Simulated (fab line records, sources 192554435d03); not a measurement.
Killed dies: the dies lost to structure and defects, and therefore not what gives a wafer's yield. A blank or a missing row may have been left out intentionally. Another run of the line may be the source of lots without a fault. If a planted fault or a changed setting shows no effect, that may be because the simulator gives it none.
fab line records	flow n5_finfet
record: lots: 7	wafers: 39
route steps=1938 shown FIN_SAQP@96 SDB@373 BEOL_M0_SAQP@663 BEOL_M1@800
start_h: start of the lot's first displayed wafer, in hours after the record's first day	wait_h: how many hours have passed since the lot's step before this one	" repeats the value in the row above	L1.1+2: a row that stands for several wafers	- either no value or no given start	* or withheld: withheld	< > ~ a bound
route shown NAME@n: names a module that has steps shown in the file, with the first one's number in the route	usual: the fault-free wafers' mean and standard deviation	same: alike in all rows	chamber/n: place in a boat	sites: readings site by site	_std_site: how widely they spread, as a standard deviation	_edge_site: inner sites' mean taken away from outer sites' mean	radius_mm: how far each site lies from the wafer's centre	mask NAME#n: copy n	behind: the tool/chamber that last shaped the wafer	hold: why the lot went on hold/how many hours it stayed there/how the hold came to an end	device: the transistor (n, p or np) that didn't switch	end of line: tests run on the same wafers once the route is complete	a step given without rows: its recipe and nothing more	killed: at the first sort, the dies lost to defects and structure; wafer yield is something else	map: a wafer's dies, marking killed ones x, the rest . and places with no die _
set.NAME: setting as actually run; set.NAME@STEP: the setting as run at that earlier step	model.NAME: the simulator's own value behind a step, which no gauge read
lots whose settings were changed on purpose; a table a step, a row a wafer
== steps ==
step: N5_FIN_SAQP_HM_DEP_03
recipe: material: SiNx	target_thk_a: 380	temp_c: 400	precursor: SiH4/NH3/N2	pressure_torr: 1.5	rf_w: 300	time_s: 33.6
lot.wafer	tool	chamber	start_h	wait_h	set.target_thk_a	model.SiNx_of_FIN_SAQP_HM_DEP_03.thk_nm
L075.2	pecvd-01	1	27.51	0.2	380	37.87
L075.4	"	0	"	"	380	38.46
L075.5	"	2	"	"	380	38.32
L077.1+5	pecvd-01	1,2	39.73	0.2	380	37.63
L077.2	"	0	"	"	380	37.66
L077.3	"	2	"	"	380	36.87
L077.4	"	0	"	"	380	38.31
L077.6	"	1	"	"	380	38.05
L083.1	pecvd-03	2	75.50	0.2	380	38.36
L083.2	"	1	"	"	380	38.7
L083.3	"	0	"	"	380	38.56
L083.4	"	2	"	"	380	38.57
L083.5	"	1	"	"	380	39.17
L083.6	"	0	"	"	380	39.43
L085.1	pecvd-02	0	87.74	0.2	156	15.99
L085.2	"	1	"	"	380	38.21
L085.3	"	2	"	"	380	38.56
L085.4	"	1	"	"	156	16.22
L085.5	"	2	"	"	156	16.46
L085.6	"	0	"	"	380	38.24
L086.1	pecvd-01	0	94.71	0.2	380	37.68
L086.2	"	1	"	"	535.2	52.87
L086.3	"	1	"	"	535.2	53.53
L086.4	"	0	"	"	380	38.16
L086.5	"	0	"	"	535.2	53.62
L086.6	"	1	"	"	380	37.77
L089.1	pecvd-02	0	111.45	0.2	380	37.49
L089.2	"	1	"	"	380	37.52
L089.3	"	2	"	"	380	38.04
L089.4	"	1	"	"	380	38.85
L089.5	"	0	"	"	380	38.03
L089.6	"	2	"	"	380	38.77
L095.1	pecvd-03	0	147.60	0.2	380	37.81
L095.2	"	1	"	"	380	38.14
L095.3	"	2	"	"	189.4	18.93
L095.4	"	0	"	"	380	38.41
L095.5	"	2	"	"	189.4	19.06
L095.6	"	1	"	"	189.4	19.47
step: N5_FIN_SAQP_THK_MEAS_05
usual: thk_nm: 38.2/0.55
lot.wafer	tool	chamber	start_h	wait_h	set.target_thk_a@FIN_SAQP_HM_DEP_03	thk_nm
L075.2	film_metro-02	-	27.60	0.1	380	37.9
L075.4	"	-	"	"	380	38.5
L075.5	"	-	"	"	380	38.3
L077.1	film_metro-01	-	39.82	0.1	380	37.7
L077.2	"	-	"	"	380	37.7
L077.3	"	-	"	"	380	36.8
L077.4	"	-	"	"	380	38.3
L077.5	"	-	"	"	380	37.6
L077.6	"	-	"	"	380	38.1
L083.1	film_metro-02	-	75.58	0.1	380	38.4
L083.2	"	-	"	"	380	38.7
L083.3	"	-	"	"	380	38.6
L083.4	"	-	"	"	380	38.6
L083.5	"	-	"	"	380	39.1
L083.6	"	-	"	"	380	39.4
L085.1	film_metro-02	-	87.83	0.1	156	16.0
L085.2	"	-	"	"	380	38.2
L085.3	"	-	"	"	380	38.6
L085.4	"	-	"	"	156	16.3
L085.5	"	-	"	"	156	16.5
L085.6	"	-	"	"	380	38.2
L086.1	film_metro-02	-	94.82	0.1	380	37.7
L086.2	"	-	"	"	535.2	52.9
L086.3	"	-	"	"	535.2	53.6
L086.4	"	-	"	"	380	38.2
L086.5	"	-	"	"	535.2	53.7
L086.6	"	-	"	"	380	37.8
L089.1	film_metro-01	-	111.55	0.1	380	37.5
L089.2	"	-	"	"	380	37.6
L089.3	"	-	"	"	380	38.1
L089.4	"	-	"	"	380	38.8
L089.5	"	-	"	"	380	38.1
L089.6	"	-	"	"	380	38.8
L095.1	film_metro-01	-	147.68	0.1	380	37.8
L095.2	"	-	"	"	380	38.2
L095.3	"	-	"	"	189.4	19.0
L095.4	"	-	"	"	380	38.4
L095.5	"	-	"	"	189.4	19.1
L095.6	"	-	"	"	189.4	19.4
step: N5_FIN_SAQP_PECVD_47
recipe: material: a-Si	target_thk_a: 450	temp_c: 400	precursor: SiH4/He	pressure_torr: 3	rf_w: 100	time_s: 36.3
step: N5_FIN_SAQP_PECVD_48
recipe: material: SiNx	target_thk_a: 250	temp_c: 400	precursor: SiH4/NH3/N2	pressure_torr: 1.5	rf_w: 300	time_s: 22.1
step: N5_FIN_SAQP_MANDREL2_REMOVE_60
recipe: chemistry: HBr/Cl2/O2	bt_time_s: 10	target: a-Si	stop_on: SiNx	endpoint: OES-SiCl	over_etch_frac: 1	icp_w: 600	bias_w: 22	HBr_flow_sccm: 150	Cl2_flow_sccm: 80	O2_flow_sccm: 5	pressure_mtorr: 10
step: N5_FIN_SAQP_HM_OPEN_33
recipe: chemistry: CH3F/O2	target: SiNx	mask_material: SiO2	target_depth_a: 494	time_s: 70.6	pressure_mtorr: 30	source_w: 395	bias_w: 73	Ar_flow_sccm: 150	CH3F_flow_sccm: 30	O2_flow_sccm: 20	ion_energy_ev: 120	ends: cleared
usual: etch_rf_on_time_s: 69.3/1.5
lot.wafer	tool	chamber	start_h	wait_h	set.target_thk_a@FIN_SAQP_HM_DEP_03	etch_rf_on_time_s	model.etch.depth_nm
L075.2	rie_diel-03	2	33.28	0.1	380	68.7	37.23
L075.4	"	1	"	"	380	70.9	37.84
L075.5	"	0	"	"	380	69.2	37.68
L077.1	rie_diel-03	2	44.17	0.0	380	68.5	37
L077.2	"	3	"	"	380	68.9	37.03
L077.3	"	1	"	"	380	66.6	36.19
L077.4	"	0	"	"	380	68.5	37.63
L077.5	"	1	"	"	380	68.6	37
L077.6	"	0	"	"	380	68.1	37.43
L083.1	rie_diel-01	0	81.26	0.1	380	70.0	37.74
L083.2	"	2	"	"	380	72.9	38.07
L083.3	"	1	"	"	380	70.6	37.74
L083.4	"	2	"	"	380	72.8	37.9
L083.5	"	1	"	"	380	72.5	38.49
L083.6	"	0	"	"	380	71.8	38.61
L085.1	rie_diel-06	2	93.58	0.0	156	27.9	15.36
L085.2	"	0	"	"	380	70.2	37.58
L085.3	"	3	"	"	380	71.0	37.83
L085.4	"	1	"	"	156	28.9	15.53
L085.5	"	2	"	"	156	28.5	15.83
L085.6	"	1	"	"	380	69.0	37.5
L086.1	rie_diel-03	1	99.81	0.1	380	69.6	37
L086.2	"	3	"	"	535.2	97.8	52.24
L086.3	"	2	"	"	535.2	100.0	52.71
L086.4	"	0	"	"	380	68.6	37.54
L086.5	"	0	"	"	535.2	98.5	53
L086.6	"	1	"	"	380	69.5	37.09
L089.1	rie_diel-06	2	116.85	0.0	380	66.6	36.86
L089.2	"	1	"	"	380	68.5	36.88
L089.3	"	3	"	"	380	69.0	37.42
L089.4	"	0	"	"	380	70.2	38.21
L089.5	"	0	"	"	380	69.1	37.38
L089.6	"	1	"	"	380	70.3	38.14
L095.1	rie_diel-06	3	152.24	0.0	380	69.6	37.19
L095.2	"	1	"	"	380	69.1	37.51
L095.3	"	2	"	"	189.4	32.8	18.2
L095.4	"	0	"	"	380	69.5	37.73
L095.5	"	2	"	"	189.4	33.0	18.38
L095.6	"	3	"	"	189.4	35.3	18.74
step: N5_FIN_SAQP_ETCH_34
recipe: chemistry: C4F6/O2	target: SiO2	target_depth_a: 450	time_s: 15	ion_energy_ev: 250	pressure_mtorr: 30	source_w: 345	bias_w: 185	Ar_flow_sccm: 300	C4F6_flow_sccm: 10	O2_flow_sccm: 10	ends: cleared
step: N5_FIN_SAQP_STRIP_77
recipe: chemistry: N2/H2	time_s: 90	power_w: 100	temp_c: 40	pressure_mtorr: 100	rf_frequency_hz: 6e+07	bias_power_w: 3	n2_flow_sccm: 300	h2_flow_sccm: 300
step: N5_FIN_SAQP_ETCH_64
recipe: chemistry: CF4	target: SiO2	target_depth_a: 15	ion_energy_ev: 350	pressure_mtorr: 10	icp_w: 800	bias_w: 400	cf4_flow_sccm: 80
step: N5_FIN_SAQP_FIN_ETCH_36
recipe: chemistry: HBr/Cl2/O2	target_depth_a: 1200	mask_material: SiNx	time_s: 50.4	bias_w: 102	pressure_mtorr: 10	icp_w: 800	HBr_flow_sccm: 150	Cl2_flow_sccm: 80	O2_flow_sccm: 12
lot.wafer	tool	chamber	start_h	wait_h	set.target_thk_a@FIN_SAQP_HM_DEP_03	model.SiNx_of_FIN_SAQP_HM_DEP_03.thk_nm
L075.2	rie_si-03	1	33.56	0.0	380	21
L075.4	"	2	"	"	380	22
L075.5	"	0	"	"	380	21.6
L077.1+2+5	rie_si-03	2,0,1	44.46	0.0	380	21
L077.3	"	3	"	"	380	19.8
L077.4	"	1	"	"	380	21.6
L077.6	"	0	"	"	380	21.4
L083.1+3	rie_si-01	1,2	81.55	0.0	380	21.6
L083.2	"	3	"	"	380	21.8
L083.4	"	0	"	"	380	22
L083.5+6	"	0,1	"	"	380	22.4
L085.1+4+5	rie_si-01	3,0,2	93.86	0.0	156	0
L085.2	"	2	"	"	380	21.4
L085.3	"	1	"	"	380	21.6
L085.6	"	3	"	"	380	21.2
L086.1	rie_si-02	0	100.09	0.0	380	21.4
L086.2	"	3	"	"	535.2	36
L086.3	"	1	"	"	535.2	36.6
L086.4	"	2	"	"	380	21.2
L086.5	"	3	"	"	535.2	37
L086.6	"	0	"	"	380	21.6
L089.1	rie_si-03	2	117.13	0.0	380	20.6
L089.2	"	0	"	"	380	20.8
L089.3+5	"	1	"	"	380	21.2
L089.4	"	3	"	"	380	21.8
L089.6	"	0	"	"	380	22
L095.1+4	rie_si-03	2,0	152.53	0.0	380	21.2
L095.2	"	1	"	"	380	21.4
L095.3+5	"	3	"	"	189.4	2
L095.6	"	2	"	"	189.4	2.8
step: N5_SDB_ALD_29
recipe: material: SiNx	target_thk_a: 300	temp_c: 400	ald_precursor_family: SiH2I2	ald_co_reactant: N2/H2-plasma	pulse_time_s: 1	ald_cycles: 600	purge_time_s: 2	co_reactant_purge_time_s: 2	pressure_torr: 2
lot.wafer	tool	chamber	start_h	wait_h	set.ald_cycles	model.SiNx_of_SDB_ALD_29.thk_nm
L075.2	ald_sin-01	1	75.98	0.1	600	29.8
L075.4	"	0	"	"	600	29.6
L075.5	"	1	77.33	1.4	600	30
L077.1+4+5+6	ald_sin-01	1,3,3,2	84.57	0.0	600	30
L077.2+3	"	2,0	"	"	600	29.8
L083.1	ald_sin-04	2	128.52	0.0	311	15.4
L083.2+4+6	"	1,0,1	"	"	600	30
L083.3	"	3	"	"	311	15.8
L083.5	"	2	129.88	1.4	311	15.6
L085.1+3+6	ald_sin-04	2,0,3	136.33	0.0	600	30.2
L085.2+4+5	"	3,1,0	"	"	600	30.4
L086.1+5+6	ald_sin-02	2,3,2	140.16	0.0	860	43
L086.2+3	"	0,3	"	"	600	30.2
L086.4	"	1	"	"	600	30
L089.1+4	ald_sin-02	3	156.28	0.0	401	19.8
L089.2	"	2	"	"	600	30.2
L089.3+6	"	0	"	"	600	30
L089.5	"	2	157.64	1.4	401	20
L095.1+3+4	ald_sin-01	2,0,1	193.10	0.0	600	30
L095.2+5+6	"	3,1,2	"	"	600	30.2
step: N5_SDB_CMP_30
recipe: stop_on: poly-Si	t_overpolish_s: 1.54	post_cmp_clean: alkaline_brush	down_force_psi: 4.1491	platen_rpm: 51.796	pad_velocity_m_s: 1.0306	target_thk_nm: 30
lot.wafer	tool	chamber	start_h	wait_h	set.ald_cycles@SDB_ALD_29	model.SiNx_of_SDB_ALD_29.thk_nm
L075.4	cmp-01	0	78.71	1.4	600	29.6
L075.2	"	2	"	"	600	29.8
L075.5	"	1	"	"	600	30
L077.4+1+5+6	cmp-03	0,1,0,1	87.31	1.4	600	30
L077.2+3	"	2,3	"	"	600	29.8
L083.3	cmp-01	2	131.26	1.4	311	15.8
L083.2+4+6	"	3,0,3	"	"	600	30
L083.1	"	1	"	"	311	15.4
L083.5	"	2	"	"	311	15.6
L085.1+3+6	cmp-03	1,2,2	139.06	1.4	600	30.2
L085.2+4+5	"	3,0,1	"	"	600	30.4
L086.2+3	cmp-01	3,2	142.89	1.4	600	30.2
L086.1	"	0	"	"	860	33
L086.4	"	1	"	"	600	30
L086.6	"	3	"	"	860	33.2
L086.5	"	0	"	"	860	32.8
L089.2	cmp-03	0	159.02	1.4	600	30.2
L089.1+4	"	1,3	"	"	401	19.8
L089.3+6	"	2,0	"	"	600	30
L089.5	"	1	"	"	401	20
L095.2+5+6	cmp-01	0,0,1	195.84	1.4	600	30.2
L095.1+3+4	"	1,2,3	"	"	600	30
step: N5_BEOL_M0_SAQP_SPACER1_ALD_98
recipe: material: SiO2	target_thk_a: 128	temp_c: 300	ald_precursor_family: BDEAS	ald_co_reactant: O2-plasma	pulse_time_s: 1	purge_time_s: 2	co_reactant_purge_time_s: 2	ald_cycles: 138	pressure_torr: 2
lot.wafer	tool	chamber	start_h	wait_h	set.ald_cycles	model.SiO2_of_BEOL_M0_SAQP_SPACER1_ALD_98.thk_nm
L075.2+4+5	ald_sin-02	0,1,2	119.73	0.3	138	12.8
L077.1+2+3+4+5+6	ald_sin-01	2,0,1,2,1,0	126.10	0.3	138	12.8
L083.1+2+3+4+5+6	ald_sin-03	3,2,1,0,0,3	169.79	0.8	138	12.8
L085.1+2+3+4+5+6	ald_sin-01	2,0,1,3,3,0	176.52	0.3	138	12.8
L086.1+3+4	ald_sin-03	0,3,1	185.28	5.1	138	12.8
L086.2+5	"	2,1	"	"	99	9.2
L086.6	"	0	"	"	99	9.4
L089.1	ald_sin-03	2	203.95	1.3	103	9.4
L089.2+3+5	"	0,3,3	"	"	138	12.8
L089.4+6	"	1,0	"	"	103	9.6
L095.1+3	ald_sin-03	0,3	236.23	0.3	59	5.4
L095.2+4+5	"	1,2,3	"	"	138	12.8
L095.6	"	0	"	"	59	5.6
step: N5_BEOL_M0_SAQP_SPACER1_ETCHBACK_99
recipe: chemistry: CHF3/O2	mode: anisotropic_etchback	target: SiO2	target_depth_a: 154	time_s: 7.7	pressure_mtorr: 30	source_w: 650	bias_w: 170	Ar_flow_sccm: 200	CHF3_flow_sccm: 50	O2_flow_sccm: 5	ion_energy_ev: 200
step: N5_BEOL_M0_SAQP_MANDREL1_REMOVE_100
recipe: chemistry: HBr/Cl2/O2	bt_time_s: 10	target: a-Si	stop_on: SiNx	endpoint: OES-SiCl	over_etch_frac: 0.85	icp_w: 600	bias_w: 30	HBr_flow_sccm: 150	Cl2_flow_sccm: 80	O2_flow_sccm: 5	pressure_mtorr: 10
lot.wafer	tool	chamber	start_h	wait_h	set.ald_cycles@BEOL_M0_SAQP_SPACER1_ALD_98	model.BEOL_M0_SAQP.cd_nm	model.SiO2_of_BEOL_M0_SAQP_SPACER1_ALD_98.thk_nm
L075.2+5	rie_si-04	0,1	120.29	0.1	138	12.8	7.4
L075.4	"	1	"	"	138	12.8	7.6
L077.1+4+5	rie_si-04	1,2,1	126.68	0.1	138	12.8	7.4
L077.2	"	0	"	"	138	13	7.4
L077.3	"	3	"	"	138	12.6	7.4
L077.6	"	0	"	"	138	13	7.6
L083.1	rie_si-06	3	170.36	0.1	138	12.6	7.4
L083.2+3+4+6	"	1,0,2,0	"	"	138	12.8	7.4
L083.5	"	1	"	"	138	12.8	7.6
L085.1+2+5	rie_si-04	0,3,2	177.09	0.1	138	13	7.4
L085.3+4	"	2,1	"	"	138	12.8	7.4
L085.6	"	1	"	"	138	12.8	7.6
L086.1+3	rie_si-06	0,1	186.03	0.1	138	12.8	7.4
L086.2	"	2	"	"	99	9.2	4.2
L086.4	"	3	"	"	138	12.6	7.4
L086.5	"	3	"	"	99	9	4.2
L086.6	"	2	"	"	99	9.4	4.2
L089.1	rie_si-04	2	204.51	0.1	103	9.6	4.4
L089.2	"	1	"	"	138	12.8	7.6
L089.3+5	"	3,1	"	"	138	12.8	7.4
L089.4+6	"	3,2	"	"	103	9.8	4.4
L095.1+6	rie_si-05	1,0	236.79	0.1	59	5.6	2.6
L095.2+4+5	"	3,0,1	"	"	138	12.8	7.4
L095.3	"	2	"	"	59	5.4	2.4
step: N5_BEOL_M0_SAQP_CD_MEAS_25
recipe: target_cd_nm: 13.1	landing_energy_ev: 1000	detector: se_inlens
usual: cd_nm: 12.79/0.21
lot.wafer	tool	chamber	start_h	wait_h	set.ald_cycles@BEOL_M0_SAQP_SPACER1_ALD_98	cd_nm
L075.2	cd_sem-03	0	120.41	0.1	138	12.75
L075.4	"	0	"	"	138	12.51
L075.5	"	0	"	"	138	12.52
L077.1	cd_sem-03	0	126.79	0.1	138	12.69
L077.2	"	0	"	"	138	12.99
L077.3	"	0	"	"	138	12.82
L077.4	"	0	"	"	138	13.04
L077.5	"	0	"	"	138	12.71
L077.6	"	0	"	"	138	12.83
L083.1	cd_sem-01	0	170.47	0.1	138	12.53
L083.2	"	0	"	"	138	12.67
L083.3	"	0	"	"	138	12.72
L083.4	"	0	"	"	138	12.72
L083.5	"	0	"	"	138	12.77
L083.6	"	0	"	"	138	12.92
L085.1	cd_sem-01	0	177.20	0.1	138	12.84
L085.2	"	0	"	"	138	12.95
L085.3	"	0	"	"	138	12.94
L085.4	"	0	"	"	138	13.04
L085.5	"	0	"	"	138	12.97
L085.6	"	0	"	"	138	12.35
L086.1	cd_sem-03	0	186.14	0.1	138	12.89
L086.2	"	0	"	"	99	9.06
L086.3	"	0	"	"	138	13.07
L086.4	"	0	"	"	138	12.55
L086.5	"	0	"	"	99	8.74
L086.6	"	0	"	"	99	9.49
L089.1	cd_sem-01	0	204.62	0.1	103	9.67
L089.2	"	0	"	"	138	12.78
L089.3	"	0	"	"	138	12.70
L089.4	"	0	"	"	103	9.83
L089.5	"	0	"	"	138	12.90
L089.6	"	0	"	"	103	9.75
L095.1	cd_sem-01	0	236.90	0.1	59	5.53
L095.2	"	0	"	"	138	12.80
L095.3	"	0	"	"	59	5.36
L095.4	"	0	"	"	138	12.66
L095.5	"	0	"	"	138	12.79
L095.6	"	0	"	"	59	5.65
step: N5_BEOL_M1_TRENCH_ETCH_37
recipe: chemistry: C4F6/O2	target_depth_a: 552.07	target: SiOC	time_s: 29	ion_energy_ev: 250	pressure_mtorr: 30	source_w: 355	bias_w: 185	Ar_flow_sccm: 300	C4F6_flow_sccm: 10	O2_flow_sccm: 10
lot.wafer	tool	chamber	start_h	wait_h	set.target_depth_a	model.etch.depth_nm	model.BEOL_M1.feature_depth_nm	model.TiN_of_BEOL_M1_HM_DEP_02.thk_nm
L075.2	rie_diel-02	1	-	-	552.07	55.53	55.6	18.2
L075.4	"	3	"	"	552.07	54.85	54.8	17.8
L075.5	"	3	"	"	552.07	54.99	55	18
L077.1	rie_diel-05	0	-	-	552.07	55.18	55.2	18
L077.2	"	3	"	"	352.9	35.17	35.2	18.2
L077.3	"	2	"	"	552.07	52.87	52.8	18
L077.4	"	0	"	"	552.07	55.43	55.4	17.8
L077.5	"	2	"	"	352.9	34.15	34.2	18.8
L077.6	"	3	"	"	352.9	35.24	35.2	18.8
L083.1	rie_diel-02	1	-	-	830.5	82.76	82.8	16.8
L083.2	"	2	"	"	552.07	55.05	55	18.2
L083.3	"	0	"	"	830.5	83.94	84	16.6
L083.4	"	3	"	"	552.07	54.96	55	17.8
L083.5	"	0	"	"	552.07	55.45	55.4	17.8
L083.6	"	3	"	"	830.5	83.26	83.2	16.8
L085.1	rie_diel-05	2	-	-	552.07	53.6	53.6	17.4
L085.2	"	0	"	"	263	26.67	26.6	19.2
L085.3	"	3	"	"	263	26.5	26.6	19
L085.4	"	1	"	"	263	25.51	25.6	18.8
L085.5	"	1	"	"	552.07	53.51	53.6	17.4
L085.6	"	2	"	"	552.07	53.57	53.6	17.8
L086.1	rie_diel-02	2	-	-	552.07	53.97	54	17.8
L086.2	"	0	"	"	552.07	54.66	54.6	17.2
L086.3	"	3	"	"	552.07	54.02	54	17.8
L086.4	"	1	"	"	552.07	54.5	54.6	17.6
L086.5	"	2	"	"	552.07	54.25	54.2	17.8
L086.6	"	1	"	"	552.07	54.15	54.2	17.4
L089.1	rie_diel-02	2	-	-	552.07	54.67	54.6	17.8
L089.2	"	1	"	"	552.07	55.1	55.2	17.2
L089.3	"	3	"	"	407.7	40.49	40.4	18.2
L089.4	"	0	"	"	407.7	40.52	40.6	18.2
L089.5	"	0	"	"	407.7	40.8	40.8	17.8
L089.6	"	3	"	"	552.07	54.88	54.8	17.8
L095.1	rie_diel-02	0	-	-	552.07	55.53	55.6	17.8
L095.2	"	1	"	"	552.07	55.58	55.6	17.2
L095.3	"	3	"	"	552.07	54.94	55	17.6
L095.4	"	2	"	"	552.07	54.95	55	17.6
L095.5	"	3	"	"	552.07	54.69	54.6	17.4
L095.6	"	0	"	"	552.07	54.96	55	17.6
step: N5_BEOL_M1_ETCH_41
recipe: chemistry: CH3F/O2	target: SiCN	target_depth_a: 319	taper_deg: 2	time_s: 57.8	ion_energy_ev: 120	mask_material: TiN	pressure_mtorr: 30	source_w: 395	bias_w: 75	Ar_flow_sccm: 150	CH3F_flow_sccm: 30	O2_flow_sccm: 20
step: N5_BEOL_M1_STRIP_97
recipe: chemistry: N2/H2	time_s: 10	power_w: 450	temp_c: 40	pressure_mtorr: 20	rf_frequency_hz: 6e+07	bias_power_w: 7	n2_flow_sccm: 200	h2_flow_sccm: 200
step: N5_BEOL_M1_OCD_MEAS_38
usual: trench_depth_nm: 54.9/0.75
lot.wafer	tool	chamber	start_h	wait_h	set.target_depth_a@BEOL_M1_TRENCH_ETCH_37	trench_depth_nm
L075.2	ocd-01	-	138.71	-	552.07	55.9
L075.4	"	-	"	"	552.07	54.4
L075.5	"	-	"	"	552.07	54.2
L077.1	ocd-02	-	142.31	-	552.07	55.8
L077.2	"	-	"	"	352.9	35.0
L077.3	"	-	"	"	552.07	52.7
L077.4	"	-	"	"	552.07	55.7
L077.5	"	-	"	"	352.9	33.7
L077.6	"	-	"	"	352.9	34.9
L083.1	ocd-02	-	181.40	-	830.5	83.3
L083.2	"	-	"	"	552.07	54.7
L083.3	"	-	"	"	830.5	83.7
L083.4	"	-	"	"	552.07	55.0
L083.5	"	-	"	"	552.07	55.3
L083.6	"	-	"	"	830.5	83.7
L085.1	ocd-01	-	194.07	-	552.07	53.0
L085.2	"	-	"	"	263	26.5
L085.3	"	-	"	"	263	26.6
L085.4	"	-	"	"	263	26.0
L085.5	"	-	"	"	552.07	53.3
L085.6	"	-	"	"	552.07	53.7
L086.1	ocd-01	-	201.45	-	552.07	53.7
L086.2	"	-	"	"	552.07	54.8
L086.3	"	-	"	"	552.07	54.0
L086.4	"	-	"	"	552.07	54.2
L086.5	"	-	"	"	552.07	54.0
L086.6	"	-	"	"	552.07	54.3
L089.1	ocd-02	-	219.99	-	552.07	54.8
L089.2	"	-	"	"	552.07	55.4
L089.3	"	-	"	"	407.7	40.5
L089.4	"	-	"	"	407.7	40.3
L089.5	"	-	"	"	407.7	40.9
L089.6	"	-	"	"	552.07	55.1
L095.1	ocd-02	-	249.56	-	552.07	55.6
L095.2	"	-	"	"	552.07	55.9
L095.3	"	-	"	"	552.07	55.1
L095.4	"	-	"	"	552.07	55.1
L095.5	"	-	"	"	552.07	54.2
L095.6	"	-	"	"	552.07	55.0
== key ==
split: step: N5_FIN_SAQP_HM_DEP_03	setting: target_thk_a	stated: 380	by: wafer
response: step: N5_FIN_SAQP_HM_DEP_03	reading: model.SiNx_of_FIN_SAQP_HM_DEP_03.thk_nm	change: +0.377	per: 1%	r: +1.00
response: step: N5_FIN_SAQP_THK_MEAS_05	reading: thk_nm	change: *	per: 1%	r: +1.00
response: step: N5_FIN_SAQP_HM_OPEN_33	reading: etch_rf_on_time_s	change: *	per: 1%	r: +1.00
response: step: N5_FIN_SAQP_HM_OPEN_33	reading: model.etch.depth_nm	change: +0.377	per: 1%	r: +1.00
response: step: N5_FIN_SAQP_FIN_ETCH_36	reading: model.SiNx_of_FIN_SAQP_HM_DEP_03.thk_nm	change: +0.37	per: 1%	r: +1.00
split: step: N5_SDB_ALD_29	setting: ald_cycles	stated: 600	by: wafer
response: step: N5_SDB_ALD_29	reading: model.SiNx_of_SDB_ALD_29.thk_nm	change: +0.3	per: 1%	r: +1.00
response: step: N5_SDB_CMP_30	reading: model.SiNx_of_SDB_ALD_29.thk_nm	shape: bent	at_lowest: 15.6	at_stated: 30.07	at_highest: 33
split: step: N5_BEOL_M0_SAQP_SPACER1_ALD_98	setting: ald_cycles	stated: 138	by: wafer
response: step: N5_BEOL_M0_SAQP_SPACER1_ALD_98	reading: model.SiO2_of_BEOL_M0_SAQP_SPACER1_ALD_98.thk_nm	change: +0.128	per: 1%	r: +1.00
response: step: N5_BEOL_M0_SAQP_MANDREL1_REMOVE_100	reading: model.BEOL_M0_SAQP.cd_nm	change: +0.126	per: 1%	r: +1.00
response: step: N5_BEOL_M0_SAQP_MANDREL1_REMOVE_100	reading: model.SiO2_of_BEOL_M0_SAQP_SPACER1_ALD_98.thk_nm	change: +0.0947	per: 1%	r: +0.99
response: step: N5_BEOL_M0_SAQP_CD_MEAS_25	reading: cd_nm	change: +0.127	per: 1%	r: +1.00
split: step: N5_BEOL_M1_TRENCH_ETCH_37	setting: target_depth_a	stated: 552.07	by: wafer
response: step: N5_BEOL_M1_TRENCH_ETCH_37	reading: model.etch.depth_nm	change: +0.541	per: 1%	r: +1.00
response: step: N5_BEOL_M1_TRENCH_ETCH_37	reading: model.BEOL_M1.feature_depth_nm	change: +0.541	per: 1%	r: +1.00
response: step: N5_BEOL_M1_TRENCH_ETCH_37	reading: model.TiN_of_BEOL_M1_HM_DEP_02.thk_nm	change: -0.0239	per: 1%	r: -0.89
response: step: N5_BEOL_M1_OCD_MEAS_38	reading: trench_depth_nm	change: +0.544	per: 1%	r: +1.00
